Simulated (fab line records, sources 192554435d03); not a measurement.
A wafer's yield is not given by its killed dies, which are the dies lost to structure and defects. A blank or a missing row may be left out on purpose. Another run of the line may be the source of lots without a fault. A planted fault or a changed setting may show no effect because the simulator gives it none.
Matching of chambers -- flow n5_finfet -- 3 sister chambers for N5_FIN_SAQP_PECVD_06 on pecvd-02
The step deposits a-Si from SiH4/He, target thk 60 nm, time 48.1 s. 3 wafers are shown with their chamber, then 10 later ones without.

WAFERS, EACH WITH ITS CHAMBER
wafer,chamber,throttle_valve_pct (%)
L084.6,1,19.3
L089.3,0,19.0
L089.4,2,17.5

WAFERS WHOSE CHAMBER IS MISSING
wafer,throttle_valve_pct (%)
L089.6,19.3
L091.1,19.2
L091.2,17.7
L091.6,19.4
L094.2,17.8
L094.3,19.4
L094.5,17.6
L097.1,19.4
L097.4,19.4
L097.5,18.9

WHICH CHAMBER EACH ONE RAN IN
wafer,from the rows above,in truth
L089.6,1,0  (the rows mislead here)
L091.1,can't be placed: 1 or 0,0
L091.2,2,2
L091.6,1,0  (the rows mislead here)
L094.2,2,2
L094.3,1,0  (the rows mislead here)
L094.5,2,2
L097.1,1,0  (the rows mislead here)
L097.4,1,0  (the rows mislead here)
L097.5,0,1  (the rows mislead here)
Correct placement for 3 of the 10. Can't be placed from these rows: 1 (the true chamber is among the candidates in 1). Placed wrongly: 6.
How it was worked out, from the rows above alone: a wafer's distance from a chamber is the root of the sum, over the readings, of the square of ((its reading less the chamber's mean) divided by the reading's scatter). The wafer belongs to the nearest chamber; if the next one is less than 2 further off, it can't be placed. The mean given for a chamber averages the wafers shown for that chamber. The scatter: root of mean squared gap, hidden wafer to nearest shown wafer, with one shown wafer a chamber.
